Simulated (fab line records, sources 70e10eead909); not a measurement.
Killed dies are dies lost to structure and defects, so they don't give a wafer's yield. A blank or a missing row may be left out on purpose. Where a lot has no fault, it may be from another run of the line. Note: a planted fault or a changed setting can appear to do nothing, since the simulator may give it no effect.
Struck lot and sound lot, side by side || flow nand_harc || 13 steps out of a route of 1302
Sound: wafers L293.1, L293.3, L293.5. Wafers L304.1, L304.4, L304.5 were the ones struck. The cause is named last.
Per side, at each step with rows, come the tool, then ch with its chambers, and then its first start. Under that, the readings that differ: sound wafers || struck wafers || difference of the means || sigmas: that difference in standard deviations of wafers without a fault.
alike: a reading whose means differ by less than 2 such deviations, as well as words and numbers matching on both sides. not compared: withheld readings; readings where some wafer has no value; bounds like >300 that might hide an equal value; numbers whose values overlap and for which the record gives no deviation.
The two part at a step that has a row with sigmas, a row that says differs or no value, or rows on one side only. Numbers that don't overlap but have no deviation are shown without sigmas and don't part them. A reading missing from all wafers of one side parts the sides only when that side holds two or more wafers.

NHARC_P_M0_DEGAS_28: time 60 s.
  struck on pvd_sputter-03, day 13 05:17; sound on pvd_sputter-02, day 8 13:53
  alike: heater_power_w
then, 1 step without rows for these wafers: NHARC_P_M0_PRE_CLEAN_29 (time 30 s).
NHARC_P_M0_PVD_20: deposits TaN, target thk 5 nm, time 8.06 s.
  sound on pvd_sputter-02; struck on pvd_sputter-03
  alike: throttle_valve_pct
then, 2 steps without rows for these wafers: NHARC_P_M0_PVD_21 (deposits Cu, target thk 30 nm, time 20.49 s); NHARC_P_M0_ECD_22 (material Cu, target thk 400 nm).
NHARC_P_M0_ANNEAL_30: time 90 s.
  sound on rtp_anneal-02 ch 0, day 8 14:37; struck on rtp_anneal-02 ch 0, day 13 06:01
  alike: wafer_temp_C_max
NHARC_P_M0_CMP_23: polishes, t overpolish 20 s, target thk 117.54 nm.
  sound on cmp-02 ch 0,1, day 8 14:58; struck on cmp-03 ch 0,1,3, day 13 06:23
  alike: motor_current_A, time_to_endpoint_s
NHARC_P_M0_THK_MEAS_24: measures by xrf.
  struck on film_metro-02, day 13 06:40; sound on film_metro-01, day 8 15:17
  alike: thk_nm
next, for these wafers, 1 step has no rows: NHARC_P_M0_SRD_25.
NHARC_P_M0_INSPECT_27:
  struck on defect_inspect-01, day 13 06:50; sound on defect_inspect-02, day 8 15:26
  alike: raw_defect_count
NHARC_P_M0_PRE_CLEAN_31: time 12 s.
  sound on pecvd-01 ch 1,2, day 8 15:31; struck on pecvd-01 ch 0,1, day 13 06:54
  alike: heater_power_w
NHARC_P_M0_DEP_32: deposits SiCN, target thk 30 nm.
  sound on pecvd-01 ch 1,2, day 8 15:38; struck on pecvd-01 ch 0,1, day 13 06:59
  no value came back on the struck wafers for chamber_pressure_Torr (Torr), heater_power_outer_w (W), heater_power_w (W); on the sound wafers chamber_pressure_Torr (Torr) reads 3.003 3.001 3.003
then, 1 step without rows for these wafers: NHARC_P_M1_DEP_00 (deposits SiOC, target thk 182.5 nm).

WHERE THEY PART
At NHARC_P_M0_DEP_32 and nowhere else, as far as this record goes.

WHY: what had been put in by the simulator
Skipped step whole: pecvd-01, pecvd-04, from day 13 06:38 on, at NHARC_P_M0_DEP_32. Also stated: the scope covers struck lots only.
